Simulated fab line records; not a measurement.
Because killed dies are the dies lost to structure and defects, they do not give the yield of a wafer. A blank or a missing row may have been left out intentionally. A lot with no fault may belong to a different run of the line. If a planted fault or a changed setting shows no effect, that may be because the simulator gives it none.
Chamber matching	flow nand harc	4 sister chambers for NHARC_A_CONTACT_ETCH_102 on rie diel-03
The step etches the open film in CF4/O2, target depth 100 nm, overetch 10 nm, time 55 s. 4 wafers are shown with their chamber, then 9 later ones without.

== WAFERS WITH THEIR CHAMBER ==
wafer	chamber	showerhead plenum p Torr (Torr)
L081.2	1	1.35
L084.1	0	1.23
L085.2	3	1.23
L085.6	2	1.34

== WAFERS WITHOUT THEIR CHAMBER ==
wafer	showerhead plenum p Torr (Torr)
L091.1	1.35
L091.4	1.23
L091.5	1.34
L093.2	1.23
L093.3	1.44
L093.6	1.44
L094.4	1.34
L094.5	1.44
L094.6	1.23

== WHICH CHAMBER EACH ONE RAN IN ==
wafer	from the rows above	in truth
L091.1	can't be placed: 1 or 2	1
L091.4	can't be placed: 0 or 3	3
L091.5	can't be placed: 2 or 1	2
L093.2	can't be placed: 0 or 3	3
L093.3	can't be placed: 1 or 2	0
L093.6	can't be placed: 1 or 2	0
L094.4	can't be placed: 2 or 1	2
L094.5	can't be placed: 1 or 2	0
L094.6	can't be placed: 0 or 3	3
Placed correctly: 0 of 9. These rows do not allow placing 9 (true chamber among the candidates in 6). Placed wrongly: 0.
How it was worked out, from the rows above alone: a wafer's distance from a chamber is the root of the sum, over the readings, of the square of ((its reading less the chamber's mean) divided by the reading's scatter). If the next closest chamber is less than 2 further off than the closest, the wafer can't be placed; otherwise it belongs to the closest. The mean given for a chamber averages the wafers shown for that chamber. The scatter (one wafer shown for each chamber): square how far every hidden wafer sits from the nearest shown wafer, average those squares and take the square root.
